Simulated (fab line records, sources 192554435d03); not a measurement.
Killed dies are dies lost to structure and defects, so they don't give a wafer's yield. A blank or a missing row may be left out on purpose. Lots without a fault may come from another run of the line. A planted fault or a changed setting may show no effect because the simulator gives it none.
Which tool did it? | flow n5_finfet | 21 lots, 63 wafers sampled, at 3 steps of a route of 1938

WHAT THE GAUGES READ, wafer by wafer
N5_FIN_CUT_OVL_MEAS_09.
lot  | measured    | on         | FIN_CUT_OVL (nm)
L074 | day 2 03:46 | overlay-01 | -0.1 -0.1 -0.7
L075 | day 2 10:36 | overlay-02 | -1.2 -1.4 -1.1
L077 | day 2 21:40 | overlay-01 | -1.5 -0.8 -2.2
L078 | day 3 03:37 | overlay-02 | -0.6 -1.1 0.2
L080 | day 3 16:26 | overlay-02 | 1.1 -0.1 0.7
L081 | day 3 22:39 | overlay-01 | -0.7 -1.0 -0.5
L082 | day 4 02:24 | overlay-02 | -1.9 -0.6 0.0
L083 | day 4 09:17 | overlay-01 | -1.0 1.1 0.2
L084 | day 4 14:34 | overlay-01 | -1.2 -0.8 -1.3
L085 | day 4 23:03 | overlay-01 | -0.9 -0.2 -0.7
L087 | day 5 11:43 | overlay-02 | -1.3 -1.1 -1.0
L088 | day 5 15:55 | overlay-02 | 0.1 -0.3 -0.8
L089 | day 5 21:55 | overlay-02 | -0.7 -0.5 -1.0
L090 | day 6 03:43 | overlay-01 | -1.9 -0.7 -1.9
L091 | day 6 09:21 | overlay-02 | -0.4 -0.3 -1.0
L092 | day 6 15:08 | overlay-01 | -0.6 -0.5 -1.3
L093 | day 6 21:24 | overlay-01 | -0.4 0.8 0.1
L094 | day 7 02:52 | overlay-02 | -0.7 -0.8 -0.2
L095 | day 7 08:26 | overlay-01 | -0.6 0.3 0.1
L096 | day 7 14:52 | overlay-02 | -0.7 -1.7 -0.9
L097 | day 7 20:05 | overlay-01 | -1.1 -1.2 -1.4

WHICH TOOL RAN EACH LOT (tool, then ch and the chambers of the sampled wafers, then the start)
lot  | N5_FIN_SAQP_HM_CD_35   | N5_FIN_SAQP_ETCH_64
L074 | cd_sem-02, day 2 03:04 | rie_si-03 ch 0,1,2, day 2 03:07
L075 | cd_sem-02, day 2 09:57 | rie_si-02 ch 0,2, day 2 09:59
L077 | cd_sem-02, day 2 21:01 | rie_si-02 ch 0,2,3, day 2 21:04
L078 | cd_sem-02, day 3 02:57 | rie_si-02 ch 2,3, day 3 03:00
L080 | cd_sem-01, day 3 15:43 | rie_si-02 ch 0,2,3, day 3 15:46
L081 | cd_sem-03, day 3 22:00 | rie_si-05 ch 1,2,3, day 3 22:03
L082 | cd_sem-03, day 4 01:36 | rie_si-05 ch 1,2,3, day 4 01:39
L083 | cd_sem-02, day 4 08:35 | rie_si-05 ch 0,1,3, day 4 08:37
L084 | cd_sem-03, day 4 13:55 | rie_si-03 ch 0,1,3, day 4 13:58
L085 | cd_sem-02, day 4 22:23 | rie_si-03 ch 1,3, day 4 22:26
L087 | cd_sem-02, day 5 11:01 | rie_si-02 ch 1,2, day 5 11:04
L088 | cd_sem-01, day 5 15:14 | rie_si-05 ch 0,2,3, day 5 15:17
L089 | cd_sem-01, day 5 21:16 | rie_si-03 ch 1,3, day 5 21:19
L090 | cd_sem-01, day 6 03:04 | rie_si-02 ch 0,3, day 6 03:07
L091 | cd_sem-03, day 6 08:41 | rie_si-02 ch 0,1, day 6 08:43
L092 | cd_sem-03, day 6 14:29 | rie_si-02 ch 0,1,2, day 6 14:32
L093 | cd_sem-02, day 6 20:45 | rie_si-02 ch 0,1,3, day 6 20:48
L094 | cd_sem-01, day 7 02:10 | rie_si-02 ch 0,1,2, day 7 02:13
L095 | cd_sem-03, day 7 07:40 | rie_si-05 ch 0,2,3, day 7 07:43
L096 | cd_sem-02, day 7 14:03 | rie_si-03 ch 0,1,2, day 7 14:06
L097 | cd_sem-02, day 7 19:25 | rie_si-05 ch 1,3, day 7 19:28
- N5_FIN_SAQP_HM_CD_35: target cd 8 nm.
- N5_FIN_SAQP_ETCH_64: etches SiO2 in CF4, target depth 1.5 nm.

WHAT THE TOOLS THEMSELVES READ (means of the sampled wafers that have a number; where no wafer has one, the mark that the record gives instead)
N5_FIN_SAQP_HM_CD_35.
lot  | tool      | cd_nm (nm)
L074 | cd_sem-02 | 8.17
L075 | cd_sem-02 | 8.10
L077 | cd_sem-02 | 8.09
L078 | cd_sem-02 | 8.43
L080 | cd_sem-01 | 8.08
L081 | cd_sem-03 | 7.75
L082 | cd_sem-03 | 8.29
L083 | cd_sem-02 | 8.18
L084 | cd_sem-03 | 8.21
L085 | cd_sem-02 | 8.24
L087 | cd_sem-02 | 8.11
L088 | cd_sem-01 | 7.96
L089 | cd_sem-01 | 8.36
L090 | cd_sem-01 | 7.92
L091 | cd_sem-03 | 8.16
L092 | cd_sem-03 | 7.90
L093 | cd_sem-02 | 8.20
L094 | cd_sem-01 | 8.02
L095 | cd_sem-03 | 8.30
L096 | cd_sem-02 | 7.88
L097 | cd_sem-02 | 7.95

N5_FIN_SAQP_ETCH_64.
lot  | tool      | chamber_pressure_mTorr (mTorr) | drypump_motor_current_A (A) | he_backside_leak_sccm (sccm) | oes_product_au (a.u.) | throttle_valve_pct (%)
L074 | rie_si-03 | 9.995                          | 5.6                         | 2.4                          | 1.009                 | 21.85
L075 | rie_si-02 | 9.996                          | 5.7                         | 2.7                          | 1.005                 | 21.72
L077 | rie_si-02 | 10.004                         | 5.7                         | 2.6                          | 0.992                 | 21.77
L078 | rie_si-02 | 10.002                         | 5.7                         | 2.7                          | 0.991                 | 21.83
L080 | rie_si-02 | 10.001                         | 5.7                         | 2.6                          | 1.002                 | 21.77
L081 | rie_si-05 | 9.996                          | 6.1                         | 2.6                          | 0.999                 | 21.79
L082 | rie_si-05 | 10.000                         | 6.1                         | 2.7                          | 1.003                 | 21.79
L083 | rie_si-05 | 9.998                          | 6.2                         | 2.8                          | 1.009                 | 21.80
L084 | rie_si-03 | 10.001                         | 6.2                         | 2.6                          | 0.996                 | 21.87
L085 | rie_si-03 | 9.999                          | 6.4                         | 2.5                          | 0.975                 | 21.77
L087 | rie_si-02 | 9.994                          | 5.4                         | 3.2                          | 0.990                 | 21.91
L088 | rie_si-05 | 9.998                          | 5.9                         | 2.9                          | 1.003                 | 21.80
L089 | rie_si-03 | 9.995                          | 6.5                         | 2.6                          | 0.969                 | 21.79
L090 | rie_si-02 | 9.996                          | 6.2                         | 2.8                          | 0.993                 | 21.68
L091 | rie_si-02 | 10.000                         | 5.9                         | 3.2                          | 0.986                 | 21.84
L092 | rie_si-02 | 10.002                         | 5.6                         | 2.9                          | 0.989                 | 21.81
L093 | rie_si-02 | 10.003                         | 6.0                         | 2.9                          | 0.984                 | 21.78
L094 | rie_si-02 | 9.994                          | 5.5                         | 2.9                          | 0.991                 | 21.81
L095 | rie_si-05 | 9.995                          | 5.9                         | 2.8                          | 0.999                 | 21.80
L096 | rie_si-03 | 9.998                          | 5.7                         | 2.4                          | 1.007                 | 21.84
L097 | rie_si-05 | 9.993                          | 6.3                         | 2.5                          | 1.005                 | 21.80

THE ANSWER, worked out from the rows above alone
Rule: what is usual is taken from the lots themselves. Put in order of their means at a reading, lots are off if they are a third of the lots or fewer, leave a main group of 4 or more, and stand apart from it by a gap of 3 or more times the standard deviation of the main group's means; of several such gaps the widest counts. A main group whose means are all the same, to the digits that the tables above print for the reading, isn't used. A lot without any number at a reading at which 4 lots or more have one is off too. The other lots that the step has rows for count as sound. The gauges are gone through in route order, then the tools' own readings, and for those a lot's mean is taken as printed above. The first step at which some lot is off is used, and at that step the reading that is off furthest; a lot without a number counts as furthest.
No lot is off at any reading shown: from this, nothing can be told.

WHAT THE SIMULATOR HAD PUT IN
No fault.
